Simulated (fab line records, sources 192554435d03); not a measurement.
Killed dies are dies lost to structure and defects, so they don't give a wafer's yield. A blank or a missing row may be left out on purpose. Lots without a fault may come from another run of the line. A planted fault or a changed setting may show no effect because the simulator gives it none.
Chamber matching | flow n5_finfet | N5_FIN_SAQP_SPACER1_ALD_24 on ald_sin-03: 4 sister chambers
The step deposits SiO2, target thk 20.3 nm, pulse time 1 s, purge time 2 s. 8 wafers are shown with their chamber, then 12 later ones without.

WAFERS WITH THEIR CHAMBER
wafer  | chamber | heater_power_w (W) | precursor_pulse_height_rel
L081.2 | 0       | 434                | 1.026
L081.6 | 1       | 457                | 0.988
L083.2 | 0       | 435                | 1.021
L083.3 | 1       | 453                | 1.003
L083.5 | 2       | 493                | 1.009
L085.2 | 3       | 501                | 0.993
L085.3 | 2       | 483                | 0.996
L085.6 | 3       | 491                | 0.990

WAFERS WITHOUT THEIR CHAMBER
wafer  | heater_power_w (W) | precursor_pulse_height_rel
L086.3 | 506                | 0.991
L086.5 | 484                | 0.993
L086.6 | 452                | 1.024
L087.1 | 463                | 0.995
L087.2 | 432                | 0.980
L087.6 | 464                | 0.986
L095.1 | 450                | 1.013
L095.3 | 496                | 0.970
L095.6 | 490                | 0.995
L096.1 | 450                | 0.978
L096.5 | 494                | 1.016
L096.6 | 494                | 0.998

WHICH CHAMBER EACH WENT THROUGH
wafer  | from the rows above     | in truth
L086.3 | can't be placed: 3 or 2 | 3
L086.5 | can't be placed: 2 or 3 | 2
L086.6 | can't be placed: 0 or 1 | 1
L087.1 | 1                       | 1
L087.2 | can't be placed: 1 or 0 | 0
L087.6 | 1                       | 1
L095.1 | can't be placed: 1 or 0 | 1
L095.3 | can't be placed: 3 or 2 | 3
L095.6 | can't be placed: 2 or 3 | 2
L096.1 | 1                       | 1
L096.5 | can't be placed: 2 or 3 | 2
L096.6 | can't be placed: 3 or 2 | 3
Placed correctly: 3 of 12. Can't be placed from these rows: 9 (the true chamber is among the candidates in 9). Placed wrongly: 0.
How it was worked out, from the rows above alone: a wafer's distance from a chamber is the root of the sum, over the readings, of the square of ((its reading less the chamber's mean) divided by the reading's scatter). The wafer belongs to the nearest chamber; if the next one is less than 2 further off, it can't be placed. A chamber's mean is the mean of its shown wafers. The scatter: the root of (the sum of the squares of (reading less its chamber's mean) over the shown wafers, divided by (wafers less chambers)).
